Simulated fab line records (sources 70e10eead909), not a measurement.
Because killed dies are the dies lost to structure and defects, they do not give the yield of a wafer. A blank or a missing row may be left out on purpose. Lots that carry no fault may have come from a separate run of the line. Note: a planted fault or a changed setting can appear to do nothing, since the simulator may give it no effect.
fab line records	flow nandHarc
record: lots: 12	wafers: 36	lastDay: 25
route steps=1159 shown A_CONTACT@854 END@1159
lots with no fault: from the same line, run without faults
startH: the number of hours between the record's first day and the start of the first shown wafer of the lot	waitH: hours since the lot's step before	" unchanged from the row above	L1.1+2: one row covering several wafers at once	- either no value or no given start	* or withheld: withheld	< > ~ a bound
route shown NAME@n: names a module that has steps shown in the file, with the first one's number in the route	usual: the fault-free wafers' mean and standard deviation	same: alike in all rows	chamber/n: place in a boat	sites: the reading at each site	_std_site: standard deviation of those values	_edge_site: mean of outer sites minus mean of inner sites	radiusMm: how far each site lies from the wafer's centre	mask NAME#n: copy n	behind: tool/chamber where the wafer was last shaped	hold: what put the lot on hold/how long, in hours/how the hold closed	device: whichever transistor did not switch (one of n, p or np)	end of line: at the end of the route, the tests of the same wafers	where a step has no rows: the recipe by itself	killed: at the first sort, the dies lost to defects and structure; wafer yield is something else	map: per-die view of a wafer (x killed, . not killed, _ where there is no die)
set.NAME: setting as actually run; set.NAME@STEP: the setting as run at that earlier step	model.NAME: the simulator's own value behind a step, which no gauge read
the route's steps for a sample of lots (tables are steps, rows are wafers)
services: the hour from which a tool's chamber was out of use, counted from the record's first day as startH (under 0 if before that day), plus the number of hours and why
== steps ==
step: NHARC_A_CONTACT_CD_MEAS_42
recipe: targetCdNm: 200	landingEnergyEv: 500
usual: cdNm: 200.1/0.69
lot.wafer	tool	chamber	startH	waitH	cdNm
L988.1	cdSem-03	0	370.63	-	199.4
L988.2	"	0	"	"	199.3
L988.6	"	0	"	"	199.4
L989.2	cdSem-02	0	380.68	-	199.8
L989.4	"	0	"	"	199.9
L989.5	"	0	"	"	199.6
L990.1	cdSem-03	0	388.42	-	200.6
L990.3	"	0	"	"	199.3
L990.6	"	0	"	"	200.5
L991.2	cdSem-01	0	392.27	-	199.9
L991.4	"	0	"	"	199.6
L991.6	"	0	"	"	201.2
L996.1	cdSem-01	0	430.35	-	200.1
L996.3	"	0	"	"	200.4
L996.4	"	0	"	"	200.2
L998.1	cdSem-01	0	430.45	-	199.4
L998.2	"	0	"	"	199.2
L998.6	"	0	"	"	200.2
L994.1	cdSem-03	0	437.71	-	200.5
L994.5	"	0	"	"	200.2
L994.6	"	0	"	"	201.2
L997.2	cdSem-01	0	443.06	-	201.3
L997.3	"	0	"	"	200.3
L997.4	"	0	"	"	201.3
L999.1	cdSem-02	0	443.21	-	200.2
L999.5	"	0	"	"	199.6
L999.6	"	0	"	"	199.7
L105.1	cdSem-03	0	468.12	-	201.3
L105.3	"	0	"	"	200.4
L105.5	"	0	"	"	201.0
L108.1	cdSem-02	0	500.58	-	200.1
L108.3	"	0	"	"	200.4
L108.5	"	0	"	"	199.9
L111.2	cdSem-02	0	516.44	-	201.6
L111.4	"	0	"	"	199.7
L111.5	"	0	"	"	200.5
step: NHARC_A_CONTACT_ETCH_114
recipe: sourceW: withheld	pressureMtorr: 20	biasV: 3000	timeS: 94	targetDepthA: 9220	arFlowSccm: withheld	c4f8FlowSccm: withheld	o2FlowSccm: withheld	chemistry: C4F8/O2/Ar
usual: chamberPressureMTorr: 20.000/0.018	oesAirLineAu: 1.003/0.019
lot.wafer	tool	chamber	startH	waitH	chamberPressureMTorr	oesAirLineAu	rfHoursCounterH
L988.2	harCapEtch-01	1	372.49	0.1	19.973	0.991	52
L988.1	"	0	"	"	20.019	1.027	52
L988.6	"	0	"	"	20.000	1.019	-
L989.2	harCapEtch-02	1	382.67	0.1	20.006	1.027	8
L989.4	"	0	"	"	19.992	1.038	-
L989.5	"	1	"	"	20.011	0.981	-
L990.1	harCapEtch-03	0	390.50	0.1	20.020	0.987	80
L990.3	"	1	"	"	20.011	1.013	-
L990.6	"	1	"	"	19.993	0.999	-
L991.2	harCapEtch-02	1	394.23	0.1	20.005	1.013	11
L991.4	"	1	"	"	20.016	1.005	-
L991.6	"	0	"	"	19.968	1.013	-
L996.1	harCapEtch-03	1	432.20	0.1	19.966	1.000	87
L996.3	"	0	"	"	20.015	1.033	-
L996.4	"	1	"	"	20.018	0.987	-
L998.1	harCapEtch-01	1	432.29	0.1	19.996	0.996	66
L998.2	"	0	"	"	20.027	0.997	66
L998.6	"	0	"	"	20.000	1.003	-
L994.1	harCapEtch-01	0	439.60	0.1	19.964	1.036	67
L994.5	"	0	"	"	19.988	1.016	-
L994.6	"	1	"	"	20.033	1.001	-
L997.2	harCapEtch-02	0	445.09	0.1	-	-	-
L997.4	"	1	"	"	-	-	-
L997.3	"	0	"	"	-	-	-
L999.1	harCapEtch-03	0	445.55	0.1	-	-	-
L999.5	"	0	"	"	-	-	-
L999.6	"	1	"	"	-	-	-
L105.1	harCapEtch-02	1	470.15	0.1	19.972	1.021	21
L105.3	"	0	"	"	20.033	0.989	-
L105.5	"	0	"	"	20.004	0.984	-
L108.1	harCapEtch-03	0	502.84	0.1	20.004	1.004	99
L108.3	"	1	"	"	19.995	1.004	-
L108.5	"	1	"	"	20.025	0.999	-
L111.2	harCapEtch-03	1	518.53	0.1	19.987	1.021	102
L111.4	"	0	"	"	19.989	1.000	-
L111.5	"	0	"	"	20.003	0.979	-
step: NHARC_A_CONTACT_ETCH_116
recipe: sourceW: withheld	pressureMtorr: 20	biasV: 3000	timeS: 94	targetDepthA: 9220	arFlowSccm: withheld	c4f8FlowSccm: withheld	o2FlowSccm: withheld	chemistry: C4F8/O2/Ar
usual: chamberPressureMTorr: 19.998/0.018	oesAirLineAu: 0.993/0.019
lot.wafer	tool	chamber	startH	waitH	chamberPressureMTorr	oesAirLineAu	rfHoursCounterH
L988.2	harCapEtch-01	1	372.67	0.1	19.988	0.980	52
L988.1	"	0	"	"	20.011	1.008	52
L988.6	"	0	"	"	20.003	1.012	-
L989.2	harCapEtch-02	1	382.85	0.1	20.014	1.009	8
L989.4	"	0	"	"	20.026	0.982	-
L989.5	"	1	"	"	19.993	0.971	-
L990.1	harCapEtch-03	0	390.68	0.1	19.982	1.020	81
L990.3	"	1	"	"	19.974	1.011	-
L990.6	"	1	"	"	20.001	1.006	-
L991.2	harCapEtch-02	1	394.42	0.1	19.993	0.997	11
L991.4	"	1	"	"	19.990	0.989	-
L991.6	"	0	"	"	19.979	0.992	-
L996.1	harCapEtch-03	1	432.38	0.1	19.996	0.972	88
L996.3	"	0	"	"	20.019	0.987	-
L996.4	"	1	"	"	20.010	0.977	-
L998.1	harCapEtch-01	1	432.47	0.1	20.028	0.964	66
L998.2	"	0	"	"	20.011	0.990	66
L998.6	"	0	"	"	20.054	0.991	-
L994.1	harCapEtch-01	0	439.78	0.1	20.018	1.008	67
L994.5	"	0	"	"	20.029	0.988	-
L994.6	"	1	"	"	20.005	0.958	-
L997.2	harCapEtch-02	0	445.27	0.1	20.011	1.001	18
L997.4	"	1	"	"	19.985	1.019	-
L997.3	"	0	"	"	19.992	1.011	-
L999.1	harCapEtch-03	0	445.73	0.1	19.987	1.023	90
L999.5	"	0	"	"	20.025	0.993	-
L999.6	"	1	"	"	19.991	1.005	-
L105.1	harCapEtch-02	1	470.33	0.1	20.015	0.988	21
L105.3	"	0	"	"	20.023	0.978	-
L105.5	"	0	"	"	20.002	0.993	-
L108.1	harCapEtch-03	0	503.08	0.1	20.000	0.966	99
L108.3	"	1	"	"	20.007	1.017	-
L108.5	"	1	"	"	20.000	0.999	-
L111.2	harCapEtch-03	1	518.77	0.1	19.992	0.983	102
L111.4	"	0	"	"	20.010	0.959	-
L111.5	"	0	"	"	19.979	1.019	-
step: NHARC_A_CONTACT_ETCH_90
recipe: targetDepthA: 400	overEtchFrac: 0.5	timeS: 85.7	ionEnergyEv: 120	ch3fFlowSccm: 50	o2FlowSccm: 30	arFlowSccm: 200	rfW: 500	biasW: 100	chemistry: CH3F/O2
usual: biasW: 100.1/0.3	ch3fFlowSccm: 50.02/0.15	drypumpMotorCurrentA: 5.84/0.3	oesProductAu: 0.96/0.038	rfVppV: 244.5/1.8	showerheadPlenumPTorr: 2.46/0.13	throttleValvePct: 20.664/0.0087
lot.wafer	tool	chamber	startH	waitH	biasW	ch3fFlowSccm	drypumpMotorCurrentA	oesProductAu	rfHoursCounterH	rfVppV	showerheadPlenumPTorr	throttleValvePct
L988.2	rieDiel-06	2	373.91	0.6	100.1	49.95	5.63	0.92	24	245.0	2.58	20.657
L988.1	"	0	"	"	100.0	49.75	5.38	0.92	17	242.1	2.35	20.666
L988.6	"	2	"	"	100.2	49.83	5.61	0.93	-	245.4	2.58	20.663
L989.2	rieDiel-03	2	384.07	0.5	100.0	50.29	5.91	0.93	49	242.2	2.28	20.663
L989.4	"	3	"	"	100.4	50.09	6.20	0.91	-	246.9	2.54	20.658
L989.5	"	0	"	"	100.3	50.14	6.10	0.93	-	244.2	2.36	20.659
L990.3	rieDiel-06	3	391.90	0.4	100.0	49.69	6.07	0.93	29	242.9	2.28	20.673
L990.1	"	1	"	"	100.1	49.92	5.83	0.92	26	245.1	2.45	20.667
L990.6	"	0	"	"	99.8	50.13	5.38	0.99	-	242.4	2.35	20.653
L991.2	rieDiel-06	1	395.64	0.5	100.0	49.83	5.82	0.92	27	245.0	2.45	20.662
L991.4	"	2	"	"	100.0	50.06	5.61	0.93	31	247.0	2.58	20.672
L991.6	"	1	"	"	100.4	50.10	5.83	0.92	-	243.6	2.45	20.667
L996.1	rieDiel-06	2	433.61	0.5	100.0	50.09	5.63	0.93	1	245.4	2.57	20.658
L996.4	"	3	"	"	100.7	49.98	6.04	0.90	1	247.0	2.66	20.679
L996.3	"	0	"	"	100.2	49.76	5.38	0.93	1	243.8	2.35	20.668
L998.1	rieDiel-06	2	433.74	0.6	99.9	49.89	5.61	0.99	1	245.0	2.57	20.666
L998.2	"	3	"	"	100.7	50.21	6.05	0.97	1	247.3	2.66	20.654
L998.6	"	0	"	"	100.1	50.04	5.37	0.99	-	243.2	2.35	20.654
L994.1	rieDiel-06	1	441.06	0.6	99.8	50.01	5.84	1.01	2	243.5	2.45	20.648
L994.6	"	2	"	"	99.6	50.06	5.63	1.02	-	244.4	2.57	20.656
L994.5	"	3	"	"	99.8	49.91	6.02	0.98	-	247.7	2.66	20.662
L997.3	rieDiel-06	1	446.56	0.5	100.0	49.82	5.83	0.93	3	243.6	2.45	20.651
L997.2	"	3	"	"	99.7	50.01	6.06	0.92	4	246.1	2.66	20.664
L997.4	"	0	"	"	100.1	50.05	5.37	0.92	5	243.2	2.34	20.669
L999.1	rieDiel-06	3	447.09	0.7	99.6	50.08	6.06	0.91	4	246.3	2.66	20.662
L999.6	"	0	"	"	100.1	49.79	5.37	0.92	-	244.3	2.34	20.667
L999.5	"	1	"	"	100.1	50.14	5.84	0.93	-	243.4	2.45	20.656
L105.1	rieDiel-03	0	471.59	0.5	100.1	50.32	6.08	1.01	30	241.3	2.35	20.661
L105.3	"	3	"	"	100.9	50.39	6.18	0.98	30	246.4	2.53	20.664
L105.5	"	1	"	"	100.7	50.10	6.38	0.98	-	243.9	2.36	20.669
L108.1	rieDiel-06	0	504.62	0.6	100.3	50.09	5.37	1.01	16	243.0	2.34	20.659
L108.3	"	3	"	"	100.2	50.02	6.07	0.99	16	247.8	2.65	20.673
L108.5	"	0	"	"	100.4	49.89	5.37	1.00	-	243.1	2.34	20.650
L111.2	rieDiel-13	2	520.34	0.6	99.9	50.32	5.20	0.99	25	247.4	2.60	20.671
L111.4	"	3	"	"	99.8	50.16	6.06	1.02	24	245.9	2.65	20.672
L111.5	"	0	"	"	100.3	50.19	5.93	0.98	-	244.1	2.42	20.676
step: NHARC_END_SORT_01
recipe: tempC: 25
usual: killedAtArray: 24/8.7	killedAtOther: 0.8/1.2	killedAtPeriphery: 3.6/2.3	killedDies: 28/8.9	killedOpen: 3.2/1.9	killedShort: 2.0/1.6
same: grossDies: 677
lot.wafer	tool	chamber	startH	waitH	killedAtArray	killedAtOther	killedAtPeriphery	killedDies	killedOpen	killedShort
L997.2	prober-02	0	518.97	2.8	667	4	6	677	5	3
L997.3	prober-02	0	519.78	3.1	672	2	3	677	5	2
L997.4	prober-02	0	520.59	3.4	667	3	7	677	2	2
L999.1	prober-01	0	526.03	2.5	671	0	6	677	3	1
L999.5	prober-01	0	529.20	3.7	672	1	4	677	7	1
L999.6	prober-01	0	529.99	4.0	674	0	3	677	0	0
killed by level:class
L997.2 A_CONTACT:areaEtch=640 A_SLIT:chamberFilmFlake=15 A_CONTACT:chamberFilmFlake=4 THIN_TSV:chamberFilmFlake=4 A_CHANNEL_HOLE_D1:chamberFilmFlake=3 P_STI:geometricParticle:short=1 P_CONTACT:geometricParticle:open=1 P_M0:geometricParticle:short=1
L997.3 A_CONTACT:areaEtch=654 A_SLIT:chamberFilmFlake=8 A_CONTACT:chamberFilmFlake=3 A_BLC:geometricParticle:open=2 A_CHANNEL_HOLE_D1:chamberFilmFlake=2 P_M0:geometricParticle:short=1 P_M2:geometricParticle:open=1 A_CHANNEL_HOLE_D1:geometricParticle:short=1
L997.4 A_CONTACT:areaEtch=638 A_SLIT:chamberFilmFlake=12 A_CHANNEL_HOLE_D1:chamberFilmFlake=8 A_CONTACT:chamberFilmFlake=4 P_GATE:chamberFilmFlake=3 THIN_TSV:chamberFilmFlake=3 P_STI:chamberFilmFlake=2 A_WL_FILL:chamberFilmFlake=2
L999.1 A_CONTACT:areaEtch=652 A_CHANNEL_HOLE_D1:chamberFilmFlake=12 A_CONTACT:chamberFilmFlake=3 P_BONDPAD:chamberFilmFlake=2 A_STAIRCASE:chamberFilmFlake=2 P_CONTACT:geometricParticle:open=1 P_M0:geometricParticle:short=1 A_CONTACT:geometricParticle:open=1
L999.5 A_CONTACT:areaEtch=653 A_CHANNEL_HOLE_D1:chamberFilmFlake=9 A_STAIRCASE:chamberFilmFlake=6 P_M0:geometricParticle:open=3 A_CONTACT:geometricParticle:open=2 A_M0:geometricParticle:open=1 A_M1:geometricParticle:short=1 STARTING-WAFER:geometricParticle:open=1
L999.6 A_CONTACT:areaEtch=657 A_CHANNEL_HOLE_D1:chamberFilmFlake=11 A_STAIRCASE:chamberFilmFlake=4 P_STI:chamberFilmFlake=3 A_CONTACT:chamberFilmFlake=2
== services ==
tool	chamber	startH	hours	kind
rieDiel-06	1	349.60	10.7	repair
rieDiel-06	0	361.18	5.0	repair
rieDiel-06	0	372.96	-	clean
rieDiel-06	1	372.96	-	clean
rieDiel-06	2	372.96	-	clean
rieDiel-06	3	372.96	-	clean
rieDiel-03	1	373.11	22.4	repair
rieDiel-03	-	392.36	9.0	pm
rieDiel-06	0	397.46	-	clean
rieDiel-06	1	397.46	-	clean
rieDiel-06	2	397.46	-	clean
rieDiel-06	3	397.46	-	clean
rieDiel-06	-	418.20	9.0	pm
rieDiel-06	0	418.20	9.0	ventCycle
rieDiel-06	1	418.20	9.3	ventCycle
rieDiel-06	2	418.20	9.0	ventCycle
rieDiel-06	3	418.20	9.0	ventCycle
rieDiel-06	0	427.20	-	clean
rieDiel-06	2	427.20	-	clean
rieDiel-06	3	427.20	-	clean
rieDiel-06	3	427.20	-	consumableReplace:showerhead
rieDiel-13	-	453.37	9.0	pm
rieDiel-13	-	470.70	1.6	repair
rieDiel-06	2	492.00	16.2	repair
== key ==
firstSign: step: NHARC_A_CONTACT_ETCH_114	reading: toolRecord	direction: missing
effect: step: NHARC_END_SORT_01	reading: killedAtArray	direction: up	sigmas: 74	usual: 24	struck: 670
moreKillsBornAt: NHARC_A_CONTACT_ETCH_114@harCapEtch-03: 1962	NHARC_A_CONTACT_ETCH_114@harCapEtch-02: 1932
metAt NHARC_A_CONTACT_ETCH_114
struckLots L997,L999
laterRowsLeftOut L997.2,L997.3,L997.4,L999.1,L999.5,L999.6
testerLeftOut L997,L999
notActingAt NHARC_A_CONTACT_CD_MEAS_42,NHARC_A_CONTACT_ETCH_116,NHARC_A_CONTACT_ETCH_90
onsetBetween 432.20 445.09
fault: kind: skippedStepWhole	tool: harCapEtch-02,harCapEtch-03	chamber: -	onsetH: 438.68	steps: NHARC_A_CONTACT_ETCH_114	scope: struckLotsOnly
testerLeftOut: of these lots the tester's yield and bins aren't shown, on N5 and GAA mostly nor the transistor test; their killed dies are dies lost to structure and defects alone, not to doping, threshold or leakage, so they don't give the yield
laterRowsLeftOut: the simulator's readings of these wafers behind a module that went badly wrong aren't trusted and aren't shown, but for the sort
